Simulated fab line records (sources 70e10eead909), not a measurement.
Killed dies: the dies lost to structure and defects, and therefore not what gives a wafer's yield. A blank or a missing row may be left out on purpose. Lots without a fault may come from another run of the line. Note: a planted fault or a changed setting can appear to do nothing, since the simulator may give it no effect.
Comparing a struck lot with a sound one    flow nand harc    15 steps out of a route of 1302
Sound: the wafers L716.1, L716.3, L716.6. Struck: wafer L723.4 (left out: L723.1, L723.5 of the same lot, which were not struck); the cause appears at the end.
For every step that has rows: the tool of each side, followed by ch and its chambers, followed by its first start. Under that, the readings that differ: sound wafers    struck wafers    difference of the means    sigmas: that difference in standard deviations of wafers without a fault.
alike: readings whose means differ by less than 2 such deviations, and words and numbers that are the same on both sides. not compared: withheld readings, readings that some wafer has no value for, bounds like >300 that may hide the same value, and numbers for which the record gives no deviation and whose values overlap.
The two part at a step that has a row with sigmas, a row that says differs or no value, or rows on one side only. When numbers do not overlap yet have no deviation, they are printed without sigmas and do not part them. Lack of a reading on every wafer of one side parts them only where that side has two or more wafers.

first, 5 steps without rows for these wafers: NHARC_A_BONDPAD_SOFTBAKE_04 (time 70 s); NHARC_A_BONDPAD_EBR_05; NHARC_A_BONDPAD_EXPOSE_06 (exposes mask A BPAD); NHARC_A_BONDPAD_PEB_07 (peb time 80 s); NHARC_A_BONDPAD_DEVELOP_08 (time 50 s).
NHARC_A_BONDPAD_CD_MEAS_09: the cd target is 500 nm.
  sound on cd sem-03 ch 0, day 27 09:14; struck on cd sem-03 ch 0, day 29 14:54
  alike: cd nm
NHARC_A_BONDPAD_OVL_MEAS_35:
  sound: overlay-01 at day 27 09:20; struck: overlay-01 at day 29 14:59
reading            sound     struck  difference  sigmas
overlay y nm (nm)  -2 -2 -2  10      +12         +2
  alike: overlay x nm
then, 1 step without rows for these wafers: NHARC_A_BONDPAD_HARDBAKE_10 (time 65 s).
NHARC_A_BONDPAD_DESCUM_11: chemistry O2, time 3 s.
  sound on rie diel-10 ch 0,2,3, day 27 09:28; struck on rie diel-10 ch 2, day 29 15:07
  alike: drypump motor current A, oes product au, rf vpp V, showerhead plenum p Torr, throttle valve pct
  not compared: rf hours counter h
NHARC_A_BONDPAD_ETCH_34: etches the open film in N2/H2, target depth 60 nm, overetch 18 nm, time 65.91 s.
  sound on rie diel-10 ch 1,2,3, day 27 09:33; struck on rie diel-10 ch 3, day 29 15:13
reading       sound              struck  difference  sigmas
rf vpp V (V)  430.5 427.9 426.6  424.9   -3.4        -2
  alike: drypump motor current A, oes product au, showerhead plenum p Torr, throttle valve pct
  not compared: rf hours counter h
NHARC_A_BONDPAD_ETCH_12: etches the open film in CHF3/O2, target depth 220 nm, time 110 s.
  sound: rie diel-10 ch 2,3; struck: rie diel-10 ch 2
  alike: drypump motor current A, oes product au, rf vpp V, showerhead plenum p Torr, throttle valve pct
  not compared: rf hours counter h
NHARC_A_BONDPAD_CD_MEAS_13:
  sound: cd sem-02 at day 27 09:46; struck: cd sem-02 at day 29 15:26
reading     sound              struck  difference  sigmas
cd nm (nm)  495.5 498.2 496.8  501.3   +4.5        +2
NHARC_A_BONDPAD_STRIP_15: strips in O2.
  sound on rie diel-10 ch 0,1, day 27 09:50; struck on rie diel-10 ch 2, day 29 15:31
reading                         sound              struck  difference  sigmas
chamber pressure mTorr (mTorr)  59.97 60.20 59.97  47.63   -12.42      -99 or more
  alike: drypump motor current A, oes product au, rf vpp V, showerhead plenum p Torr, throttle valve pct
  not compared: rf hours counter h
NHARC_A_BONDPAD_ETCH_24: etches the open film in CF4/N2, target depth 30 nm, time 72.99 s.
  sound: rie diel-10 ch 0,1,2; struck: rie diel-10 ch 0
  alike: drypump motor current A, oes product au, rf vpp V, showerhead plenum p Torr, throttle valve pct
  not compared: rf hours counter h
NHARC_END_SORT_01:
  sound on prober-02 ch 0, day 28 21:25; struck on prober-01 ch 0, day 31 00:55
  alike: defect limited yield, killed at array, killed at other, killed at periphery, killed dies, killed open, killed short

## WHERE THEY PART
Earliest at NHARC_A_BONDPAD_OVL_MEAS_35; latest, in this record, at NHARC_A_BONDPAD_STRIP_15. Later steps at which nothing parts them and some readings are alike: NHARC_A_BONDPAD_ETCH_24, NHARC_END_SORT_01.

WHY: what had been put in by the simulator
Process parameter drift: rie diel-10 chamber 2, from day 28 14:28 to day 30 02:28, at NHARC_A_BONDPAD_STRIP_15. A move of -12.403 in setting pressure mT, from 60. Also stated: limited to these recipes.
